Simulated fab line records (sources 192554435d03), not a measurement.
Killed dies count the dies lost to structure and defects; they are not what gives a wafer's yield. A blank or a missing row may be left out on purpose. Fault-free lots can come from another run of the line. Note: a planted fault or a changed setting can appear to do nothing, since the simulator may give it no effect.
Split-lot study + flow n5 finfet + 21 wafers read from 7 lots, route of 1938 steps

THE SPLIT
At N5_BEOL_M2_EXPOSE_25 (exposes mask V1, defocus 5 nm), the setting dose mj was moved away from the recipe's 63 on 9 of the 21 wafers read, by -7.2% to +7.4%. For the rest of the wafers, this setting stayed at what the recipe calls for.

FROM THE SPLIT TO THE READING: what the file shows between them, 2 steps
- N5_BEOL_M2_PEB_26: peb time 60 s
- N5_BEOL_M2_DEVELOP_27: develop time 30 s

THE READING
cd nm, in nm, at N5_BEOL_M2_CD_MEAS_28 (target cd 26.2 nm, target cd y 24.1 nm). A value of 26.15 nm with a standard deviation of 0.26 nm is what fault-free wafers of this fab line usually give.

| wafer  | tool, chamber at the split | dose mj as run | against the recipe | cd nm, nm | against lot-mates on the recipe |
|--------|----------------------------|----------------|--------------------|-----------|---------------------------------|
| L077.1 | euv scanner-01, 0          | 63             | recipe             | 26.13     | -                               |
| L077.2 | euv scanner-01, 0          | 63             | recipe             | 26.19     | -                               |
| L077.5 | euv scanner-01, 0          | 65.2           | +3.5%              | 26.47     | +0.31                           |
| L078.1 | euv scanner-02, 0          | 63             | recipe             | 25.68     | -                               |
| L078.5 | euv scanner-02, 0          | 64.22          | +1.9%              | 26.25     | +0.57                           |
| L078.6 | euv scanner-02, 0          | 64.22          | +1.9%              | 26.51     | +0.83                           |
| L081.3 | euv scanner-02, 0          | 63             | recipe             | 26.17     | -                               |
| L081.4 | euv scanner-02, 0          | 63             | recipe             | 26.27     | -                               |
| L081.5 | euv scanner-02, 0          | 63             | recipe             | 25.59     | -                               |
| L083.1 | euv scanner-02, 0          | 58.48          | -7.2%              | 24.42     | no lot-mate on the recipe       |
| L083.3 | euv scanner-02, 0          | 58.48          | -7.2%              | 24.49     | no lot-mate on the recipe       |
| L083.4 | euv scanner-02, 0          | 58.48          | -7.2%              | 24.59     | no lot-mate on the recipe       |
| L087.2 | euv scanner-02, 0          | 63             | recipe             | 26.40     | -                               |
| L087.3 | euv scanner-02, 0          | 63             | recipe             | 26.64     | -                               |
| L087.4 | euv scanner-02, 0          | 63             | recipe             | 26.22     | -                               |
| L091.3 | euv scanner-02, 0          | 63             | recipe             | 25.89     | -                               |
| L091.4 | euv scanner-02, 0          | 58.57          | -7.0%              | 25.07     | -0.82                           |
| L091.6 | euv scanner-02, 0          | 58.57          | -7.0%              | 24.86     | -1.03                           |
| L096.2 | euv scanner-02, 0          | 63             | recipe             | 26.06     | -                               |
| L096.3 | euv scanner-02, 0          | 67.68          | +7.4%              | 27.56     | +1.45                           |
| L096.5 | euv scanner-02, 0          | 63             | recipe             | 26.16     | -                               |

THE FIT
A straight line over all 21 wafers: cd nm changes by +0.192 nm for each +1% of dose mj; r = +0.95; the points scatter about the line by 0.26 nm.
The same after taking each lot's own level away (the mean of its wafers on the recipe; 18 wafers): +0.158 nm for each +1%; r = +0.91; scatter 0.23 nm.
According to that fit, moving dose mj by its largest amount changes the reading by 1.2 nm.
Measured against the standard deviation above, the lots' own levels, which go from 25.680 to 26.420 nm, span 2.8 times it.
In other words, the slope is changed by the lot-to-lot level; the two fits disagree.
Check: +1.12 nm against its lot-mates is what the line predicts for one of the wafers moved furthest among these (+7.4%) when that wafer is left out of the fit. It came out at +1.45 nm against them.

THE OTHER SPLITS THESE WAFERS WENT THROUGH
Note: prior to the reading, these wafers also went through further splits. Each is held against what the fit with the lots' levels taken away leaves over:
| other split on the same wafers        | wafers away from the commonest value | r with cd nm (lot level and that fit taken away) |
|---------------------------------------|--------------------------------------|--------------------------------------------------|
| N5_SD_ACTIVATION_LSA_01 temp c        | 5                                    | -0.09                                            |
| N5_SDB_ALD_29 ald cycles              | 8                                    | +0.20                                            |
| N5_MOL_CONTACT_COAG_COAT_58 spin rpm  | 7                                    | +0.23                                            |
| N5_MOL_CONTACT_COAG_EXPOSE_37 dose mj | 7                                    | +0.03                                            |
| N5_BEOL_M0_SAQP_DESCUM_19 time s      | 6                                    | +0.14                                            |
| N5_BEOL_M0_ETCH_128 source w          | 4                                    | -0.22                                            |

THE FILE'S OWN FIT
cd nm changes by +0.163 nm for each +1% of dose mj, r = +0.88.
